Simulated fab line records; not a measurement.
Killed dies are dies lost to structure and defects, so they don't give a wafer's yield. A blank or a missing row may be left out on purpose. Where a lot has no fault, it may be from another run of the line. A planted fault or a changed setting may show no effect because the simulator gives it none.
Split-lot trial ; flow n5-finfet ; on a route of 1938 steps: 7 lots, 21 wafers read

THE SPLIT
At N5_BEOL_M9_COAT_22 (resist thk 30 nm), the setting spin-rpm was moved away from the recipe's 1500 rpm on 6 of the 21 wafers read, by -10.6% to +7.5%. All remaining wafers had this setting at the recipe value.

The reading comes from the split's own step.

THE READING
CAR-EUV_of_BEOL_M9_COAT_22.thk-nm (the simulator's own value, which no gauge read), in nm, at N5_BEOL_M9_COAT_22 (resist thk 30 nm). No usual value for it is given in the file. Average 30.0 nm, standard deviation 0.13 nm, over the 15 wafers here run with the recipe.

wafer;tool, chamber at the split;spin-rpm as run, rpm;against the recipe;CAR-EUV_of_BEOL_M9_COAT_22.thk-nm, nm;against lot-mates on the recipe
L077.1;litho-track-01, 0;1613;+7.5%;28.8;-1.1
L077.2;litho-track-01, 0;1500;recipe;30;-
L077.5;litho-track-01, 0;1500;recipe;29.8;-
L078.1;litho-track-04, 0;1500;recipe;30;-
L078.4;litho-track-04, 0;1500;recipe;30;-
L078.6;litho-track-04, 0;1500;recipe;30;-
L086.2;litho-track-01, 0;1500;recipe;30.2;-
L086.4;litho-track-01, 0;1500;recipe;30.2;-
L086.5;litho-track-01, 0;1500;recipe;30.2;-
L087.2;litho-track-01, 0;1500;recipe;30.2;-
L087.5;litho-track-01, 0;1500;recipe;30.2;-
L087.3;litho-track-01, 0;1341;-10.6%;32;+1.8
L093.1;litho-track-01, 0;1500;recipe;30;-
L093.2;litho-track-01, 0;1500;recipe;30;-
L093.6;litho-track-01, 0;1500;recipe;30;-
L094.3;litho-track-03, 0;1582;+5.5%;29.2;-0.8
L094.4;litho-track-03, 0;1582;+5.5%;29.2;-0.8
L094.5;litho-track-03, 0;1500;recipe;30;-
L097.3;litho-track-03, 0;1445;-3.7%;30.4;+0.6
L097.4;litho-track-03, 0;1445;-3.7%;30.4;+0.6
L097.6;litho-track-03, 0;1500;recipe;29.8;-

FIT RESULTS
A straight line over all 21 wafers: CAR-EUV_of_BEOL_M9_COAT_22.thk-nm changes by -0.164 nm for each +1% of spin-rpm; r = -0.97; the points scatter about the line by 0.15 nm.
The same after taking each lot's own level away (the mean of its wafers on the recipe; 21 wafers): -0.158 nm for each +1%; r = -1.00; scatter 0.049 nm.
According to that fit, moving spin-rpm by its largest amount changes the reading by 1.7 nm.
Across the lots, their own levels run from 29.80 to 30.20 nm, a range of 3.1 times the standard deviation given above.
Consequently the slope shifts little with the lot-to-lot level, the two slopes agreeing.
Check: with one of the wafers moved furthest among these (-10.6%) left out of the fit, the line predicts +1.6 nm for it against its lot-mates. It came out at +1.8 nm against them.

THESE WAFERS: OTHER SPLITS
Other splits were also applied to these wafers ahead of the reading. Each is held against what the fit with the lots' levels taken away leaves over:
other split on the same wafers;wafers away from the commonest value;r with CAR-EUV_of_BEOL_M9_COAT_22.thk-nm (lot level and that fit taken away)
N5_BEOL_M8_DEVELOP_10 develop-time-s;6;+0.23
N5_BEOL_M8_EXPOSE_25 dose-mj;8;-0.07

THE FILE'S OWN FIT
CAR-EUV_of_BEOL_M9_COAT_22.thk-nm changes by -0.16 nm for each +1% of spin-rpm, r = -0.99.
